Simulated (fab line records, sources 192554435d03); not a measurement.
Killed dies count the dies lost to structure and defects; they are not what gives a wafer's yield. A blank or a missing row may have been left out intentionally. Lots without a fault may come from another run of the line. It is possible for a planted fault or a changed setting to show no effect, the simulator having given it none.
fab line records | flow n5-finfet
[record] lots = 6 | wafers = 18 | last-day = 17
route steps=1938 shown FIN_SAQP@118 PASSIVATION@1936
lots that met no fault: from a run of the same line without faults
start-h: the number of hours between the record's first day and the start of the first shown wafer of the lot | wait-h: hours elapsed since this lot's preceding step | " the same as in the row above | L1.1+2: several wafers, shown together as one row | - no value, or no start was given | * or withheld: withheld | < > ~ a bound
route shown NAME@n: NAME is a module with steps in the file, n the number in the route of the first one | usual: mean/standard deviation taken from wafers without a fault | same: alike in all rows | chamber/n: place in a boat | sites: the reading at each site | _std_site: standard deviation of those values | _edge_site: inner sites' mean taken away from outer sites' mean | radius-mm: for every site, how far away it sits from the centre of the wafer | mask NAME#n: copy n | behind: tool/chamber where the wafer was last shaped | hold: why the lot went on hold/how many hours it stayed there/how the hold came to an end | device: the transistor (n, p or np) that didn't switch | end of line: tests run on the same wafers once the route is complete | step lacking rows: just its recipe | killed: not the wafer's yield, but the dies lost to structure and defects at the first sort | map: per-die view of a wafer (x killed, . not killed, _ where there is no die)
set.NAME: the setting as run; set.NAME@STEP: as run at that earlier step | model.NAME: the simulator's own value behind a step, which no gauge read
certain route steps with their lots: each step a table, each wafer a row
services: from which hour (start-h, from the record's first day; less than 0 if before it) a tool's chamber was out of use, for how many hours, and why
[[steps]]
[step N5_FIN_SAQP_HM_OPEN_73]
[recipe] chemistry = CHF3/O2 | target = SiO2 | stop-on = a-Si | target-depth-a = 120 | over-etch-frac = 1.8 | mask-material = SOC | time-s = 16.8 | pressure-mtorr = 30 | source-w = 650 | bias-w = 170 | Ar_flow_sccm = 200 | CHF3_flow_sccm = 50 | O2_flow_sccm = 5 | ion-energy-ev = 200 | ends = end-point
[usual] drypump-motor-current-A = 5.7/0.42 | oes-product-au = 0.48/0.054 | rf-vpp-V = 529/8.4 | showerhead-plenum-p-Torr = 2.41/0.076 | throttle-valve-pct = 18.80/0.27
lot.wafer | tool        | chamber | start-h | wait-h | drypump-motor-current-A | oes-product-au | rf-hours-counter-h | rf-vpp-V | showerhead-plenum-p-Torr | throttle-valve-pct
L827.2    | rie-diel-05 | 3       | 51.92   | 0.0    | 5.6                     | 0.45           | 142                | 513      | 2.43                     | 18.90
L827.3    | "           | 0       | "       | "      | 5.5                     | 0.54           | 24                 | 533      | 2.54                     | 18.30
L827.5    | "           | 1       | "       | "      | 5.5                     | 0.46           | -                  | 522      | 2.43                     | 19.28
L828.1    | rie-diel-03 | 1       | 58.24   | 0.0    | 6.7                     | 0.42           | 245                | 540      | 2.36                     | 18.97
L828.4    | "           | 1       | "       | "      | 6.7                     | 0.42           | -                  | 539      | 2.36                     | 18.96
L828.5    | "           | 3       | "       | "      | 5.6                     | 0.53           | -                  | 534      | 2.55                     | 18.76
L840.3    | rie-diel-05 | 2       | 131.14  | 0.0    | 6.2                     | 0.43           | 206                | 526      | 2.48                     | 18.96
L840.4    | "           | 1       | "       | "      | 5.5                     | 0.45           | -                  | 524      | 2.41                     | 19.31
L840.5    | "           | 2       | "       | "      | 6.1                     | 0.43           | -                  | 526      | 2.48                     | 18.94
L841.2    | rie-diel-05 | 1       | 137.12  | 0.0    | 5.5                     | 0.45           | 183                | 523      | 2.41                     | 19.32
L841.5    | "           | 3       | "       | "      | 5.6                     | 0.45           | -                  | 513      | 2.42                     | 18.96
L841.6    | "           | 2       | "       | "      | 6.2                     | 0.43           | -                  | 525      | 2.48                     | 18.95
L842.2    | rie-diel-03 | 2       | 145.20  | 0.0    | 5.9                     | 0.54           | 20                 | 540      | 2.36                     | 18.68
L842.3    | "           | 1       | "       | "      | 6.8                     | 0.56           | 13                 | 539      | 2.35                     | 18.56
L842.4    | "           | 3       | "       | "      | 5.7                     | 0.51           | 82                 | 532      | 2.53                     | 18.80
L843.1    | rie-diel-01 | 0       | 149.00  | 0.0    | 5.1                     | 0.51           | 61                 | 528      | 2.35                     | 18.50
L843.4    | "           | 1       | "       | "      | 5.6                     | 0.53           | 24                 | 522      | 2.45                     | 18.38
L843.6    | "           | 0       | "       | "      | 5.1                     | 0.50           | -                  | 529      | 2.35                     | 18.49
[step N5_FIN_SAQP_STRIP_74]
[recipe] chemistry = CHF3/O2 | resist = SiARC | rf-frequency-hz = 6e+07
[step N5_FIN_SAQP_MANDREL_ETCH_22]
[recipe] target-depth-a = 600 | chemistry = HBr/Cl2 | target = a-Si | stop-on = SiNx | bt-time-s = 10 | over-etch-frac = 0.5 | time-s = 30 | pressure-mtorr = 10 | icp-w = 800 | bias-w = 75 | HBr_flow_sccm = 150 | Cl2_flow_sccm = 80 | ends = end-point
[usual] drypump-motor-current-A = 5.5/0.4 | oes-product-au = 0.767/0.016 | throttle-valve-pct = 35.4/0.35
[same] bt-time-s = 10
lot.wafer | tool      | chamber | start-h | wait-h | drypump-motor-current-A | oes-product-au | rf-hours-counter-h | throttle-valve-pct
L827.2    | rie-si-06 | 1       | 52.01   | 0.0    | 5.8                     | 0.780          | 90                 | 35.4
L827.3    | "         | 3       | "       | "      | 5.0                     | 0.768          | 105                | 35.8
L827.5    | "         | 2       | "       | "      | 5.8                     | 0.770          | -                  | 34.8
L828.1    | rie-si-06 | 0       | 58.33   | 0.0    | 5.1                     | 0.762          | 162                | 35.7
L828.4    | "         | 3       | "       | "      | 5.0                     | 0.752          | 106                | 35.8
L828.5    | "         | 0       | "       | "      | 5.2                     | 0.773          | -                  | 35.6
L840.3    | rie-si-02 | 3       | 131.23  | 0.0    | 5.4                     | 0.748          | 100                | 35.2
L840.4    | "         | 2       | "       | "      | 5.9                     | 0.781          | -                  | 35.0
L840.5    | "         | 0       | "       | "      | 6.6                     | 0.764          | -                  | 35.2
L841.2    | rie-si-06 | 3       | 137.20  | 0.0    | 5.0                     | 0.755          | 107                | 35.8
L841.5    | "         | 0       | "       | "      | 5.2                     | 0.787          | -                  | 35.6
L841.6    | "         | 3       | "       | "      | 5.0                     | 0.778          | -                  | 35.8
L842.2    | rie-si-02 | 2       | 145.29  | 0.0    | 5.9                     | 0.766          | 87                 | 35.0
L842.3    | "         | 0       | "       | "      | 6.5                     | 0.767          | 134                | 35.2
L842.4    | "         | 3       | "       | "      | 5.4                     | 0.771          | 100                | 35.2
L843.1    | rie-si-06 | 3       | 149.09  | 0.0    | 5.0                     | 0.759          | 107                | 35.8
L843.4    | "         | 0       | "       | "      | 5.2                     | 0.782          | 163                | 35.6
L843.6    | "         | 0       | "       | "      | 5.2                     | 0.778          | -                  | 35.6
[step N5_FIN_SAQP_STRIP_55]
[recipe] chemistry = N2/H2 | power-w = 500 | temp-c = 40 | pressure-mtorr = 50 | rf-frequency-hz = 6e+07 | overash-fraction = 0.3 | bias-power-w = 28 | h2-frac = 0.5 | n2-flow-sccm = 300 | h2-flow-sccm = 300
[step N5_FIN_SAQP_STRIP_23]
[recipe] chemistry = SPM | time-s = 750 | temp-c = 130 | h2so4-h2o2-vol-ratio = 4
[step N5_FIN_SAQP_SRD_66]
[recipe] dry = ipa-marangoni | time-s = 30 | temp-c = 23 | rinse-liquid = diw
[step N5_FIN_SAQP_RECESS_75]
[recipe] chemistry = HF/NH3 | target = SiO2 | target-depth-a = 144 | afs-cycles = 3 | temp-c = 30 | sublimation-temp-c = 180 | sublimation-time-s = 60
[usual] drypump-motor-current-A = 5.9/0.61
[same] afs-cycles = 3 | sublimation-time-s = 60
lot.wafer | tool          | chamber | start-h | wait-h | drypump-motor-current-A
L827.2    | vapor-etch-02 | 1       | 52.56   | 0.0    | 6.1
L827.3    | "             | 0       | "       | "      | 6.2
L827.5    | "             | 1       | "       | "      | 6.2
L828.1    | vapor-etch-01 | 0       | 58.75   | 0.0    | 6.3
L828.4    | "             | 0       | "       | "      | 6.4
L828.5    | "             | 1       | "       | "      | 4.8
L840.3    | vapor-etch-02 | 1       | 132.07  | 0.4    | 6.1
L840.4    | "             | 0       | "       | "      | 6.2
L840.5    | "             | 1       | "       | "      | 6.2
L841.2    | vapor-etch-01 | 1       | 137.70  | 0.0    | 4.8
L841.5    | "             | 1       | "       | "      | 4.8
L841.6    | "             | 0       | "       | "      | 6.3
L842.2    | vapor-etch-01 | 0       | 145.77  | 0.1    | 6.3
L842.3    | "             | 0       | "       | "      | 6.3
L842.4    | "             | 1       | "       | "      | 4.8
L843.1    | vapor-etch-02 | 0       | 149.51  | 0.0    | 6.2
L843.4    | "             | 0       | "       | "      | 6.2
L843.6    | "             | 1       | "       | "      | 6.2
[step N5_FIN_SAQP_SPACER1_ALD_24]
[recipe] material = SiO2 | target-thk-a = 203 | temp-c = 300 | ald-precursor-family = BDEAS | ald-co-reactant = O2-plasma | pulse-time-s = 1 | purge-time-s = 2 | co-reactant-purge-time-s = 2 | ald-cycles = 218 | pressure-torr = 2
[step N5_FIN_SAQP_SPACER1_ETCHBACK_25]
[recipe] chemistry = CHF3/O2 | mode = anisotropic-etchback | target = SiO2 | target-depth-a = 244 | time-s = 12.2 | pressure-mtorr = 30 | source-w = 650 | bias-w = 170 | Ar_flow_sccm = 200 | CHF3_flow_sccm = 50 | O2_flow_sccm = 5 | ion-energy-ev = 200
[step N5_FIN_SAQP_MANDREL1_REMOVE_56]
[recipe] chemistry = HBr/Cl2/O2 | bt-time-s = 10 | target = a-Si | stop-on = SiNx | endpoint = OES-SiCl | over-etch-frac = 1 | icp-w = 600 | bias-w = 22 | HBr_flow_sccm = 150 | Cl2_flow_sccm = 80 | O2_flow_sccm = 5 | pressure-mtorr = 10
[step N5_FIN_SAQP_CD_MEAS_27]
[recipe] target-cd-nm = 20 | landing-energy-ev = 1000 | detector = se-inlens | polarity = line
[usual] cd-nm = 20.37/0.23
lot.wafer | tool      | chamber | start-h | wait-h | cd-nm
L827.2    | cd-sem-01 | 0       | 54.11   | 0.1    | 20.32
L827.3    | "         | 0       | "       | "      | 20.66
L827.5    | "         | 0       | "       | "      | 20.74
L828.1    | cd-sem-03 | 0       | 60.05   | 0.1    | 20.70
L828.4    | "         | 0       | "       | "      | 20.72
L828.5    | "         | 0       | "       | "      | 20.22
L840.3    | cd-sem-01 | 0       | 133.33  | 0.1    | 20.47
L840.4    | "         | 0       | "       | "      | 20.61
L840.5    | "         | 0       | "       | "      | 20.65
L841.2    | cd-sem-01 | 0       | 139.36  | 0.1    | 20.14
L841.5    | "         | 0       | "       | "      | 20.24
L841.6    | "         | 0       | "       | "      | 20.37
L842.2    | cd-sem-02 | 0       | 147.07  | 0.1    | 20.51
L842.3    | "         | 0       | "       | "      | 20.50
L842.4    | "         | 0       | "       | "      | 20.33
L843.1    | cd-sem-01 | 0       | 150.82  | 0.1    | 20.27
L843.4    | "         | 0       | "       | "      | 20.23
L843.6    | "         | 0       | "       | "      | 20.45
[step N5_FIN_SAQP_ETCH_57]
[recipe] chemistry = CH3F/O2 | target = SiNx | mask-material = SiO2 | target-depth-a = 325 | time-s = 46.4 | pressure-mtorr = 30 | source-w = 395 | bias-w = 73 | Ar_flow_sccm = 150 | CH3F_flow_sccm = 30 | O2_flow_sccm = 20 | ion-energy-ev = 120 | ends = cleared
[usual] drypump-motor-current-A = 5.7/0.38 | etch-rf-on-time-s = 45.8/1.3 | oes-product-au = 0.68/0.081 | rf-vpp-V = 299/4.9 | showerhead-plenum-p-Torr = 2.01/0.064 | throttle-valve-pct = 16.33/0.28
lot.wafer | tool        | chamber | start-h | wait-h | drypump-motor-current-A | etch-rf-on-time-s | oes-product-au | rf-hours-counter-h | rf-vpp-V | showerhead-plenum-p-Torr | throttle-valve-pct
L827.2    | rie-diel-03 | 1       | 54.20   | 0.1    | 6.7                     | 44.9              | 0.60           | 243                | 307      | 1.96                     | 16.52
L827.3    | "           | 2       | "       | "      | 5.9                     | 45.4              | 0.60           | 249                | 307      | 1.96                     | 16.53
L827.5    | "           | 2       | "       | "      | 6.0                     | 45.6              | 0.60           | -                  | 308      | 1.96                     | 16.53
L828.1    | rie-diel-05 | 0       | 60.10   | 0.0    | 5.5                     | 45.8              | 0.74           | 29                 | 303      | 2.11                     | 15.83
L828.4    | "           | 0       | "       | "      | 5.5                     | 46.9              | 0.74           | -                  | 302      | 2.11                     | 15.83
L828.5    | "           | 1       | "       | "      | 5.5                     | 45.4              | 0.67           | -                  | 297      | 2.01                     | 16.73
L840.3    | rie-diel-05 | 0       | 133.54  | 0.2    | 5.5                     | 44.5              | 0.71           | 50                 | 303      | 2.10                     | 15.87
L840.4    | "           | 3       | "       | "      | 5.6                     | 46.2              | 0.63           | 175                | 291      | 2.01                     | 16.50
L840.5    | "           | 2       | "       | "      | 6.2                     | 46.8              | 0.59           | -                  | 299      | 2.06                     | 16.48
L841.2    | rie-diel-05 | 2       | 139.68  | 0.3    | 6.1                     | 48.2              | 0.59           | 211                | 296      | 2.06                     | 16.49
L841.5    | "           | 0       | "       | "      | 5.5                     | 47.2              | 0.72           | -                  | 304      | 2.10                     | 15.86
L841.6    | "           | 1       | "       | "      | 5.5                     | 46.4              | 0.63           | -                  | 295      | 2.00                     | 16.80
L842.2    | rie-diel-03 | 3       | 147.12  | 0.0    | 5.6                     | 44.7              | 0.73           | 83                 | 302      | 2.11                     | 16.29
L842.3    | "           | 0       | "       | "      | 5.5                     | 47.6              | 0.59           | 237                | 295      | 1.89                     | 16.25
L842.4    | "           | 2       | "       | "      | 5.9                     | 44.5              | 0.79           | 21                 | 308      | 1.95                     | 16.19
L843.1    | rie-diel-05 | 0       | 150.87  | 0.0    | 5.6                     | 47.1              | 0.70           | 56                 | 303      | 2.10                     | 15.85
L843.4    | "           | 3       | "       | "      | 5.6                     | 46.8              | 0.62           | 182                | 290      | 2.01                     | 16.52
L843.6    | "           | 2       | "       | "      | 6.1                     | 48.4              | 0.58           | -                  | 297      | 2.05                     | 16.51
[step N5_FIN_SAQP_ETCH_65]
[recipe] chemistry = CF4 | target = SiO2 | target-depth-a = 40 | ion-energy-ev = 350 | time-s = 4.4 | pressure-mtorr = 10 | icp-w = 800 | bias-w = 400 | cf4-flow-sccm = 80
[usual] drypump-motor-current-A = 5.7/0.51 | oes-product-au = 1.008/0.02 | throttle-valve-pct = 21.66/0.3
lot.wafer | tool      | chamber | start-h | wait-h | drypump-motor-current-A | oes-product-au | rf-hours-counter-h | throttle-valve-pct | model.etch.depth-nm
L827.2    | rie-si-04 | 1       | 54.31   | 0.1    | 5.7                     | 0.987          | 96                 | 22.17              | 3.932
L827.3    | "         | 2       | "       | "      | 5.7                     | 0.990          | 4                  | 21.43              | 4.047
L827.5    | "         | 0       | "       | "      | 4.8                     | 1.014          | -                  | 21.23              | 3.962
L828.1    | rie-si-02 | 3       | 60.20   | 0.1    | 5.4                     | 1.030          | 98                 | 21.61              | 4.198
L828.4    | "         | 1       | "       | "      | 5.8                     | 1.024          | 151                | 22.05              | 4.216
L828.5    | "         | 3       | "       | "      | 5.4                     | 1.029          | -                  | 21.61              | 4.193
L840.3    | rie-si-04 | 1       | 133.64  | 0.1    | 5.7                     | 1.280          | 98                 | 22.27              | 5.839
L840.4    | "         | 0       | "       | "      | 4.9                     | 1.022          | 2                  | 21.24              | 3.983
L840.5    | "         | 3       | "       | "      | 6.4                     | 0.994          | -                  | 21.44              | 4.069
L841.2    | rie-si-04 | 0       | 139.79  | 0.1    | 4.8                     | 1.354          | 2                  | 21.34              | 5.977
L841.5    | "         | 0       | "       | "      | 4.8                     | 1.040          | -                  | 21.24              | 4.006
L841.6    | "         | 3       | "       | "      | 6.5                     | 1.316          | -                  | 21.55              | 6.164
L842.2    | rie-si-06 | 2       | 147.23  | 0.1    | 5.7                     | 0.992          | 41                 | 21.55              | 4.081
L842.3    | "         | 0       | "       | "      | 5.1                     | 1.018          | 163                | 21.90              | 4.04
L842.4    | "         | 1       | "       | "      | 5.8                     | 1.043          | 92                 | 21.84              | 4.115
L843.1    | rie-si-06 | 0       | 150.97  | 0.1    | 5.1                     | 1.021          | 164                | 21.90              | 4.046
L843.4    | "         | 3       | "       | "      | 5.0                     | 0.965          | 107                | 22.05              | 3.894
L843.6    | "         | 0       | "       | "      | 5.2                     | 1.009          | -                  | 21.90              | 4.033
[step N5_FIN_SAQP_MANDREL_ETCH_58]
[recipe] chemistry = HBr/Cl2 | target = a-Si | target-depth-a = 450 | bt-time-s = 10 | stop-on = SiNx | mask-material = SiO2 | over-etch-frac = 0.8 | time-s = 27 | pressure-mtorr = 10 | icp-w = 800 | bias-w = 75 | HBr_flow_sccm = 150 | Cl2_flow_sccm = 80 | ends = end-point
[usual] drypump-motor-current-A = 5.7/0.52 | oes-product-au = 0.698/0.014 | throttle-valve-pct = 35.4/0.43
[same] bt-time-s = 10
lot.wafer | tool      | chamber | start-h | wait-h | drypump-motor-current-A | oes-product-au | rf-hours-counter-h | throttle-valve-pct
L827.2    | rie-si-04 | 1       | 54.34   | 0.0    | 5.7                     | 0.695          | 96                 | 36.1
L827.3    | "         | 2       | "       | "      | 5.7                     | 0.687          | 4                  | 35.3
L827.5    | "         | 0       | "       | "      | 4.8                     | 0.722          | -                  | 34.8
L828.1    | rie-si-02 | 3       | 60.24   | 0.0    | 5.4                     | 0.695          | 98                 | 35.4
L828.4    | "         | 1       | "       | "      | 5.8                     | 0.677          | 151                | 36.0
L828.5    | "         | 3       | "       | "      | 5.4                     | 0.698          | -                  | 35.4
L840.3    | rie-si-04 | 1       | 133.68  | 0.0    | 5.7                     | 0.703          | 98                 | 36.1
L840.4    | "         | 0       | "       | "      | 4.8                     | 0.721          | 2                  | 34.8
L840.5    | "         | 3       | "       | "      | 6.5                     | 0.696          | -                  | 35.0
L841.2    | rie-si-04 | 0       | 139.82  | 0.0    | 4.9                     | 0.719          | 2                  | 34.8
L841.5    | "         | 0       | "       | "      | 4.8                     | 0.726          | -                  | 34.8
L841.6    | "         | 3       | "       | "      | 6.5                     | 0.695          | -                  | 35.0
L842.2    | rie-si-06 | 2       | 147.26  | 0.0    | 5.8                     | 0.671          | 41                 | 35.1
L842.3    | "         | 0       | "       | "      | 5.2                     | 0.710          | 163                | 35.8
L842.4    | "         | 1       | "       | "      | 5.8                     | 0.711          | 92                 | 35.6
L843.1    | rie-si-06 | 0       | 151.01  | 0.0    | 5.2                     | 0.694          | 164                | 35.9
L843.4    | "         | 3       | "       | "      | 5.0                     | 0.677          | 107                | 36.0
L843.6    | "         | 0       | "       | "      | 5.2                     | 0.706          | -                  | 35.9
[step N5_PASSIVATION_PROBE_49]
[usual] killed_at_M0_to_M3 = 32/9.7 | killed_at_M4_up = 14/5.3 | killed-at-contacts = 11/6 | killed-at-front-end = 39/14 | killed-at-other = 3.3/2.7 | killed-dies = 100/17 | killed-open = 66/13 | killed-short = 32/7.4
[same] gross-dies = 1180 | killed-at-back-side = 0
lot.wafer | tool      | chamber | start-h | wait-h | killed_at_M0_to_M3 | killed_at_M4_up | killed-at-contacts | killed-at-front-end | killed-at-other | killed-dies | killed-open | killed-short
L827.2    | prober-02 | -       | 294.68  | 0.1    | 22                 | 21              | 8                  | 39                  | 3               | 93          | 61          | 32
L827.3    | prober-02 | -       | 294.73  | 0.1    | 37                 | 11              | 11                 | 33                  | 4               | 96          | 68          | 28
L827.5    | prober-02 | -       | 294.83  | 0.2    | 20                 | 17              | 12                 | 20                  | 2               | 71          | 53          | 18
L840.3    | prober-01 | -       | 382.48  | 0.1    | 27                 | 10              | 13                 | 35                  | 2               | 87          | 63          | 24
// killed by level:class
L827.2 BEOL_M2:geometric-particle:open=9 BEOL_M4:geometric-particle:open=8 FIN_SAQP:geometric-particle:open=7 STI_FIN_REVEAL:geometric-particle:open=7 GATE_CUT:geometric-particle:short=7 BEOL_M4:geometric-particle:short=7 MOL_CONTACT_COAG:geometric-particle:open=7 FIN_SAQP:geometric-particle:short=5
L827.3 BEOL_M2:geometric-particle:open=17 MOL_CONTACT_COAG:geometric-particle:open=8 BEOL_M4:geometric-particle:open=8 BEOL_M0_SAQP:geometric-particle:short=7 FIN_SAQP:geometric-particle:short=6 GATE_CUT:geometric-particle:open=6 FIN_CUT:geometric-particle:open=4 STI_FIN_REVEAL:geometric-particle:open=4
L827.5 BEOL_M4:geometric-particle:open=13 BEOL_M2:geometric-particle:open=11 MOL_CONTACT_COAG:geometric-particle:open=9 BEOL_M0_SAQP:geometric-particle:open=5 FIN_SAQP:geometric-particle:short=3 GATE_CUT:geometric-particle:short=3 GATE_CUT:geometric-particle:open=3 MOL_CONTACT_COAG:geometric-particle:short=3
L840.3 FIN_SAQP:geometric-particle:open=12 MOL_CONTACT_COAG:geometric-particle:open=12 STI_FIN_REVEAL:geometric-particle:open=7 BEOL_M0_SAQP:geometric-particle:open=6 BEOL_M0_SAQP:geometric-particle:short=6 BEOL_M2:geometric-particle:open=6 DUMMY_GATE:geometric-particle:open=5 FIN_SAQP:geometric-particle:short=4
[[services]]
tool          | chamber | start-h | hours | kind
rie-diel-01   | 3       | 31.73   | -     | clean
rie-diel-01   | 3       | 31.73   | -     | consumable-replace:focus-ring
rie-diel-01   | 3       | 31.73   | 14.3  | scheduled-down
rie-diel-01   | 3       | 31.73   | 14.3  | vent-cycle
rie-si-06     | 3       | 43.56   | 2.7   | repair
rie-diel-01   | 1       | 48.64   | -     | clean
rie-diel-01   | 1       | 48.64   | -     | consumable-replace:focus-ring
rie-diel-03   | 2       | 57.20   | -     | clean
rie-diel-03   | 2       | 57.20   | -     | consumable-replace:focus-ring
rie-diel-03   | 2       | 57.20   | 22.6  | scheduled-down
rie-diel-03   | 2       | 57.20   | 22.6  | vent-cycle
rie-si-06     | 3       | 63.20   | 9.4   | repair
rie-diel-05   | 0       | 77.23   | 7.1   | repair
rie-diel-03   | 1       | 79.92   | -     | clean
rie-diel-03   | 1       | 79.92   | -     | consumable-replace:focus-ring
rie-diel-03   | 1       | 79.92   | 18.9  | scheduled-down
rie-diel-03   | 1       | 79.92   | 18.9  | vent-cycle
rie-diel-01   | 1       | 94.09   | 2.9   | repair
vapor-etch-02 | -       | 110.56  | 2.8   | pm
rie-si-06     | 2       | 119.39  | 14.2  | repair
rie-diel-05   | 0       | 122.16  | 10.0  | repair
rie-diel-03   | -       | 128.90  | 15.6  | pm
rie-si-02     | 1       | 129.06  | 2.3   | repair
rie-si-06     | -       | 131.07  | 2.8   | pm
[[key]]
[first-sign] step = N5_FIN_SAQP_ETCH_65 | reading = oes-product-au | direction = up | sigmas = 16 | usual = 1.008 | struck = 1.317
effect none on later readings
[model-effect] step = N5_FIN_SAQP_ETCH_65 | value = etch.depth-nm | without = 3.992 | struck = 5.993
met-at N5_FIN_SAQP_ETCH_65
struck-wafers L840.3,L841.2,L841.6
tester-left-out L840,L841
onset-between 54.31 133.64
[fault] kind = process-parameter-drift | tool = rie-si-04 | chamber = - | onset-h = 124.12 | steps = N5_FIN_SAQP_ETCH_65 | channel = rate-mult | offset = 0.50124 | shape = step | end-h = 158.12 | scope = struck-wafers-only
// tester-left-out: of these lots the tester's yield and bins aren't shown, on N5 and GAA mostly nor the transistor test; their killed dies are dies lost to structure and defects alone, not to doping, threshold or leakage, so they don't give the yield
